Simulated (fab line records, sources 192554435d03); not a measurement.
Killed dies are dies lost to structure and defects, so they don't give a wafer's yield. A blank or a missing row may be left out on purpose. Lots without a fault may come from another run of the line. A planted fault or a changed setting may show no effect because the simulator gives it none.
Split-lot experiment | flow n5_finfet | 7 lots, 21 wafers read, on a route of 1938 steps

THE SPLIT
At N5_BEOL_M11_COAT_59 (time 60 s, resist thk 100 nm), the setting spin_rpm was moved away from the recipe's 1500 rpm on 7 of the 21 wafers read, by -10.7% to +10.6%. The other wafers ran this setting at the recipe's value.

The reading is taken at the split's own step.

THE READING
SOC_of_BEOL_M11_COAT_59.thk_nm (the simulator's own value, which no gauge read), in nm, at N5_BEOL_M11_COAT_59 (time 60 s, resist thk 100 nm). The file gives no usual value for it. The 14 wafers here that ran the recipe average 100.1 nm, standard deviation 0.26 nm.

wafer  | tool, chamber at the split | spin_rpm as run, rpm | against the recipe | SOC_of_BEOL_M11_COAT_59.thk_nm, nm | against lot-mates on the recipe
L074.1 | litho_track-04, 0          | 1500                 | recipe             | 100.6                              | -
L074.4 | litho_track-04, 0          | 1340                 | -10.7%             | 106                                | +5.4
L074.5 | litho_track-04, 0          | 1340                 | -10.7%             | 106.2                              | +5.6
L080.3 | litho_track-03, 0          | 1500                 | recipe             | 100.2                              | -
L080.6 | litho_track-03, 0          | 1500                 | recipe             | 100.2                              | -
L080.5 | litho_track-03, 0          | 1500                 | recipe             | 100.4                              | -
L083.1 | litho_track-02, 0          | 1659                 | +10.6%             | 94.6                               | -5.3
L083.2 | litho_track-02, 0          | 1500                 | recipe             | 99.8                               | -
L083.6 | litho_track-02, 0          | 1500                 | recipe             | 100                                | -
L081.1 | litho_track-03, 0          | 1601                 | +6.7%              | 97.4                               | -3.0
L081.2 | litho_track-03, 0          | 1500                 | recipe             | 100.4                              | -
L081.5 | litho_track-03, 0          | 1601                 | +6.7%              | 97.2                               | -3.2
L084.3 | litho_track-02, 0          | 1431                 | -4.6%              | 102.8                              | +2.6
L084.4 | litho_track-02, 0          | 1500                 | recipe             | 100.2                              | -
L084.5 | litho_track-02, 0          | 1431                 | -4.6%              | 102.6                              | +2.4
L090.3 | litho_track-03, 0          | 1500                 | recipe             | 100                                | -
L090.4 | litho_track-03, 0          | 1500                 | recipe             | 99.8                               | -
L090.5 | litho_track-03, 0          | 1500                 | recipe             | 99.8                               | -
L097.1 | litho_track-02, 0          | 1500                 | recipe             | 99.8                               | -
L097.6 | litho_track-02, 0          | 1500                 | recipe             | 99.8                               | -
L097.4 | litho_track-02, 0          | 1500                 | recipe             | 100                                | -

THE FIT
A straight line over all 21 wafers: SOC_of_BEOL_M11_COAT_59.thk_nm changes by -0.523 nm for each +1% of spin_rpm; r = -0.99; the points scatter about the line by 0.34 nm.
The same after taking each lot's own level away (the mean of its wafers on the recipe; 21 wafers): -0.503 nm for each +1%; r = -1.00; scatter 0.14 nm.
On that fit, the largest move of spin_rpm shifts the reading by 5.4 nm.
The lots' own levels span 99.87 to 100.60 nm, that is 2.8 times the standard deviation above.
So the lot-to-lot level changes the slope little: the two slopes agree.
Check: with one of the wafers moved furthest among these (-10.7%) left out of the fit, the line predicts +5.43 nm for it against its lot-mates. It came out at +5.4 nm against them.

OTHER SPLITS ON THESE WAFERS
These wafers also went through other splits before the reading. Each is held against what the fit with the lots' levels taken away leaves over:
other split on the same wafers       | wafers away from the commonest value | r with SOC_of_BEOL_M11_COAT_59.thk_nm (lot level and that fit taken away)
N5_BEOL_M7_ILD_DEP_00 time_s         | 10                                   | +0.42
N5_BEOL_M8_HM_DEP_02 target_thk_a    | 8                                    | +0.05
N5_BEOL_M8_DEVELOP_10 develop_time_s | 5                                    | -0.18
N5_BEOL_M9_COAT_05 spin_rpm          | 4                                    | +0.09
N5_BEOL_M9_DESCUM_16 time_s          | 7                                    | -0.19
N5_BEOL_M9_ETCH_66 bias_w            | 9                                    | -0.47
N5_BEOL_M10_COAT_64 spin_rpm         | 7                                    | -0.02

THE FILE'S OWN FIT
SOC_of_BEOL_M11_COAT_59.thk_nm changes by -0.503 nm for each +1% of spin_rpm, r = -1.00.
